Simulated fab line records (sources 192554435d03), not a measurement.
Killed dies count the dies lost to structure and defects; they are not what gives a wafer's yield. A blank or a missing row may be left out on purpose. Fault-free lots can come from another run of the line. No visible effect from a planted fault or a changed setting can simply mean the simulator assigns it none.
Which of the tools did it? -- flow n5Finfet -- 6 lots with 18 wafers sampled at 3 steps, on a route of 1938 steps

## WHAT EACH GAUGE READ, for each wafer
N5_BEOL_M15_RS_MEAS_54: the measuring method here is four-point-probe.
lot,measured,on,M15_RS (ohm/sq)
L861,day 13 09:47,filmMetro-02,0.0220 0.0216 0.0222
L863,day 13 22:23,filmMetro-01,0.0214 0.0216 0.0220
L868,day 15 21:44,filmMetro-02,0.0215 0.0217 0.0224
L877,day 17 10:52,filmMetro-02,0.0211 0.0217 0.0225
L876,day 17 14:40,filmMetro-02,0.0221 0.0217 0.0222
L882,day 19 00:07,filmMetro-02,0.0221 0.0215 0.0215

## WHAT TOOL EACH LOT RAN ON (gives the tool, then ch and the chambers of the sampled wafers, and finally the start)
lot,N5_BEOL_M10_ECD_50,N5_BEOL_M15_ANNEAL_48
L861,"ecdCu-01 ch 0,1, day 11 18:25","rtpAnneal-01 ch 0, day 13 09:06"
L863,"ecdCu-02 ch 0,1, day 12 02:08","rtpAnneal-01 ch 0, day 13 21:42"
L868,"ecdCu-01 ch 0,1, day 13 13:13","rtpAnneal-01 ch 0, day 15 21:05"
L877,"ecdCu-02 ch 0,1, day 15 21:37","rtpAnneal-01 ch 0, day 17 10:09"
L876,"ecdCu-02 ch 0,1, day 15 22:24","rtpAnneal-01 ch 0, day 17 14:02"
L882,"ecdCu-02 ch 0, day 17 07:35","rtpAnneal-02 ch 0, day 18 23:26"
- N5_BEOL_M10_ECD_50: material Cu, target thk 318 nm.
- N5_BEOL_M15_ANNEAL_48: time 90 s.

## THE ANSWER, worked out from the rows above alone
Rule: the usual values come from the lots themselves. The widest of any qualifying gaps counts: lots, ordered by their means at a reading, are off when they make up no more than a third of the lots, leave a main group of 4 or more, and stand apart from it by 3 or more times the standard deviation of that group's means. Not used: any main group whose means are identical at the precision the tables above print for the reading. A lot without any number at a reading at which 4 lots or more have one is off too. All remaining lots with rows at the step are treated as sound.
None of the lots is off at any reading shown; this tells nothing.

## WHAT THE SIMULATOR HAD INSERTED
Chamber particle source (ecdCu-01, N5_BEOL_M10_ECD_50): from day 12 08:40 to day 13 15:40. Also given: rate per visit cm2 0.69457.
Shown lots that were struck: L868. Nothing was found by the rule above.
